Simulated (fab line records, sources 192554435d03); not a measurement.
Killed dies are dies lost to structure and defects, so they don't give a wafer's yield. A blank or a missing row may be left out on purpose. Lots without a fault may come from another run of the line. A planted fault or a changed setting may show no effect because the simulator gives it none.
fab line records | flow n5_finfet
record lots=7 wafers=39
route steps=1938 shown FIN_SAQP@134 DUMMY_GATE@220 HKMG_FIN@434
start_h: hours from the record's first day to the start of the lot's first wafer shown | wait_h: hours since the lot's step before | " the same as in the row above | L1.1+2: a row that stands for several wafers | - no value, or no start given | * or withheld: withheld | < > ~ a bound
route shown NAME@n: a module of which the file shows steps, and the number in the route of the first | usual: mean/standard deviation of fault-free wafers | same: alike in all rows | chamber/n: place in a boat | sites: the reading at each site | _std_site: their standard deviation | _edge_site: outer sites' mean less inner sites' | radius_mm: how far each site lies from the wafer's centre | mask NAME#n: copy n | behind: the tool/chamber that last shaped the wafer | hold: why the lot was held/for how many hours/how that ended | device: the transistor (n, p or np) that didn't switch | end of line: the same wafers' tests at the end of the route | a step without rows: its recipe alone | killed: dies lost to structure and defects at the first sort, not the wafer's yield | map: a wafer's dies, x killed, . not, _ none there
set.NAME: the setting as run; set.NAME@STEP: as run at that earlier step | model.NAME: the simulator's own value behind a step, which no gauge read
lots whose settings were changed on purpose; a table a step, a row a wafer
## steps
# step N5_FIN_SAQP_ETCH_69
# recipe chemistry=N2/H2 target=SOC target_depth_a=1500 stop_on=SiNx ion_energy_ev=100 bias_w=61 pressure_mtorr=30 source_w=850 n2_flow_sccm=200 h2_flow_sccm=200
# columns lot.wafer tool chamber start_h wait_h set.target_depth_a model.SOC_of_FIN_SAQP_COAT_68.thk_nm
L075.1 rie_diel-05 2 30.83 - 1500 8.6
L075.2 " 0 " " 1500 0
L075.3+5+6 " 1,0,1 " " 1615 0
L075.4 " 3 " " 1500 3.2
L077.1 rie_diel-04 3 43.22 - 1500 5
L077.2 " 2 " " 1500 6.4
L077.3+6 " 1,0 " " 1559 0
L077.4 " 0 " " 1500 4
L077.5 " 3 " " 1559 1
L083.1 rie_diel-04 3 79.65 - 1335 16
L083.2 " 0 " " 1500 4.8
L083.3 " 1 " " 1335 11.4
L083.4 " 2 " " 1500 7.2
L083.5 " 3 " " 1500 6.4
L083.6 " 2 " " 1335 17.2
L086.1 rie_diel-04 2 97.32 - 1368 14.8
L086.2+5 " 1 " " 1500 0
L086.3 " 3 " " 1368 13.8
L086.4 " 0 " " 1368 12
L086.6 " 0 " " 1500 2.8
L090.1 rie_diel-04 3 121.12 - 1367 14.6
L090.2 " 1 " " 1500 1.4
L090.3 " 2 " " 1367 16.6
L090.4 " 0 " " 1367 13.2
L090.5 " 2 " " 1500 8.2
L090.6 " 3 " " 1500 5.4
L096.1 rie_diel-05 2 158.24 - 1500 5.6
L096.2+5 " 0,1 " " 1562 0
L096.3 " 3 " " 1500 1.8
L096.4 " 1 " " 1500 2.6
L096.6 " 2 " " 1562 2
L097.3 rie_diel-04 0 163.84 - 1500 3.6
L097.4 " 1 " " 1500 1.4
L097.6 " 0 " " 1500 3
# step N5_DUMMY_GATE_HM_DEP_06
# recipe material=SiNx target_thk_a=800 precursor=DCS/NH3 temp_c=700 pressure_mtorr=300 time_s=5141
# columns lot.wafer tool chamber start_h wait_h set.time_s model.SiNx_of_DUMMY_GATE_HM_DEP_06.thk_nm
L075.1 - - - 0.0 5355 83.6
L075.2 " - " " 5355 83.4
L075.3 " - " " 5355 83.2
L075.4 " - " " 5355 83
L075.5 " - " " 5355 82.6
L075.6 " - " " 5355 82.8
L077.1+2 - - - 0.0 5950 90.8
L077.3+5 " - " " 5950 91.8
L077.4 " - " " 5950 91.6
L077.6 " - " " 5950 91
L083.1+3 - - - 0.0 4379 67.2
L083.2+6 " - " " 4379 67
L083.4+5 " - " " 4379 66.8
L086.1+6 - - - 0.0 5820 90.8
L086.2 " - " " 5820 90
L086.3 " - " " 5820 89.8
L086.4 " - " " 5820 90.2
L086.5 " - " " 5820 89.4
L090.1+2 - - - 0.0 4887 76.2
L090.3+5 " - " " 4887 76
L090.4+6 " - " " 4887 75.4
L096.1+2 - - - 0.0 4530 69.2
L096.3 " - " " 4530 69.6
L096.4 " - " " 4530 70.4
L096.5 " - " " 4530 68.6
L096.6 " - " " 4530 69
L097.3 lpcvd-01 1/25 184.50 0.0 5141 80.4
L097.4 " 1/29 " " 5141 80.8
L097.6 " 1/39 " " 5141 80.6
# step N5_HKMG_FIN_ETCH_31
# recipe chemistry=CF4 target=SiARC target_depth_a=455 mask_material=CAR-ArF time_s=75.8 ion_energy_ev=80 pressure_mtorr=40 source_w=545 bias_w=36 Ar_flow_sccm=100 cf4_flow_sccm=100 ends=cleared
# usual rf_vpp_V=184.1/1.2
# columns lot.wafer tool chamber start_h wait_h set.bias_w rf_vpp_V
L075.1 rie_diel-06 2 80.96 0.0 36 185.8
L075.2 " 0 " " 36 184.0
L075.3 " 1 " " 36 183.4
L075.4 " 3 " " 36 185.3
L075.5 " 1 " " 36 183.6
L075.6 " 2 " " 36 185.9
L077.1 rie_diel-04 0 93.21 0.0 36 185.2
L077.2 " 3 " " 40.57 196.4
L077.3 " 2 " " 40.57 198.3
L077.4 " 1 " " 36 185.7
L077.5 " 0 " " 36 184.3
L077.6 " 1 " " 40.57 199.0
L083.1 rie_diel-04 1 131.91 0.0 36 185.6
L083.2 " 0 " " 32.27 173.6
L083.3 " 3 " " 32.27 169.8
L083.4 " 2 " " 36 182.3
L083.5 " 3 " " 32.27 170.0
L083.6 " 2 " " 36 183.2
L086.1 rie_diel-04 3 146.78 0.0 36 181.7
L086.2 " 1 " " 36 184.7
L086.3 " 2 " " 36 182.0
L086.4 " 0 " " 36 185.5
L086.5 " 1 " " 36 184.1
L086.6 " 2 " " 36 182.9
L090.1 rie_diel-04 1 170.05 0.0 36 184.5
L090.2 " 3 " " 36 184.7
L090.3 " 0 " " 30.06 164.3
L090.4 " 0 " " 36 185.2
L090.5 " 1 " " 30.06 163.7
L090.6 " 3 " " 30.06 162.4
L096.1 rie_diel-04 0 213.52 0.0 36 183.8
L096.2 " 1 " " 32.09 170.6
L096.3 " 2 " " 32.09 170.4
L096.4 " 3 " " 32.09 171.1
L096.5 " 0 " " 36 184.8
L096.6 " 1 " " 36 185.4
L097.3 rie_diel-06 1 219.86 0.0 36 182.8
L097.4 " 1 " " 36 183.3
L097.6 " 2 " " 36 185.6
# step N5_HKMG_FIN_ETCH_32
# recipe chemistry=N2/H2 target=SOC target_depth_a=2400 temp_c=40 time_s=300 ion_energy_ev=200 mask_material=SiARC pressure_mtorr=30 source_w=840 bias_w=150 n2_flow_sccm=200 h2_flow_sccm=200
# usual rf_vpp_V=523.9/2.8
# columns lot.wafer tool chamber start_h wait_h set.source_w rf_vpp_V model.HKMG_FIN.feature_depth_nm model.etch.depth_nm
L075.1 rie_diel-06 2 81.02 0.0 914.2 513.8 254.6 254.5
L075.2 " 0 " " 840 525.3 238.6 238.5
L075.3 " 1 " " 914.2 510.0 257 256.9
L075.4 " 3 " " 840 524.9 241.8 241.9
L075.5 " 1 " " 840 524.1 242.4 242.5
L075.6 " 2 " " 914.2 513.7 252.4 252.5
L077.1 rie_diel-04 0 93.26 0.0 840 526.1 241.8 241.8
L077.2 " 3 " " 840 523.3 238.4 238.4
L077.3 " 2 " " 840 522.3 233 232.9
L077.4 " 1 " " 840 525.7 251 251.1
L077.5 " 0 " " 840 527.4 242.2 242.1
L077.6 " 1 " " 840 525.8 251.6 251.5
L083.1 rie_diel-04 1 131.96 0.0 840 525.8 250 250
L083.2 " 0 " " 840 526.1 244.2 244.2
L083.3 " 3 " " 840 520.6 240.2 240.3
L083.4 " 2 " " 840 523.3 234.2 234.1
L083.5 " 3 " " 840 522.0 241.8 241.8
L083.6 " 2 " " 840 523.1 235.6 235.7
L086.1 rie_diel-04 3 146.83 0.0 840 521.5 235.4 235.4
L086.2 " 1 " " 840 525.8 245.8 245.8
L086.3 " 2 " " 840 522.2 229 229.1
L086.4 " 0 " " 840 526.8 240.6 240.6
L086.5 " 1 " " 840 526.6 246 246
L086.6 " 2 " " 840 522.6 230.4 230.5
L090.1 rie_diel-04 1 170.10 0.0 991.9 499.9 282.8 282.7
L090.2 " 3 " " 991.9 493.3 268.8 268.9
L090.3 " 0 " " 840 527.6 242.8 242.8
L090.4 " 0 " " 840 525.4 243.8 243.8
L090.5 " 1 " " 840 527.1 248.2 248.3
L090.6 " 3 " " 991.9 494.3 270 270
L096.1 rie_diel-04 0 213.58 0.0 840 526.8 245.4 245.4
L096.2 " 1 " " 840 526.7 252.6 252.5
L096.3 " 2 " " 708 551.7 207.4 207.4
L096.4 " 3 " " 840 521.0 238 238
L096.5 " 0 " " 708 557.3 215.2 215.3
L096.6 " 1 " " 708 555.6 218 218
L097.3 rie_diel-06 1 219.92 0.0 840 521.1 239 239.1
L097.4 " 1 " " 840 522.4 236.2 236.2
L097.6 " 2 " " 840 528.3 238.8 238.8
## key
split step=N5_FIN_SAQP_ETCH_69 setting=target_depth_a stated=1500 by=wafer
response step=N5_FIN_SAQP_ETCH_69 reading=model.SOC_of_FIN_SAQP_COAT_68.thk_nm change=-0.961 per=1% r=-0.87
split step=N5_DUMMY_GATE_HM_DEP_06 setting=time_s stated=5141 by=lot
response step=N5_DUMMY_GATE_HM_DEP_06 reading=model.SiNx_of_DUMMY_GATE_HM_DEP_06.thk_nm change=+0.807 per=1% r=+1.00
split step=N5_HKMG_FIN_ETCH_31 setting=bias_w stated=36 by=wafer
response step=N5_HKMG_FIN_ETCH_31 reading=rf_vpp_V change=+1.21 per=1% r=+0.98
split step=N5_HKMG_FIN_ETCH_32 setting=source_w stated=840 by=wafer
response step=N5_HKMG_FIN_ETCH_32 reading=rf_vpp_V change=-1.75 per=1% r=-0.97
response step=N5_HKMG_FIN_ETCH_32 reading=model.HKMG_FIN.feature_depth_nm change=+1.76 per=1% r=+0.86
response step=N5_HKMG_FIN_ETCH_32 reading=model.etch.depth_nm change=+1.75 per=1% r=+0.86
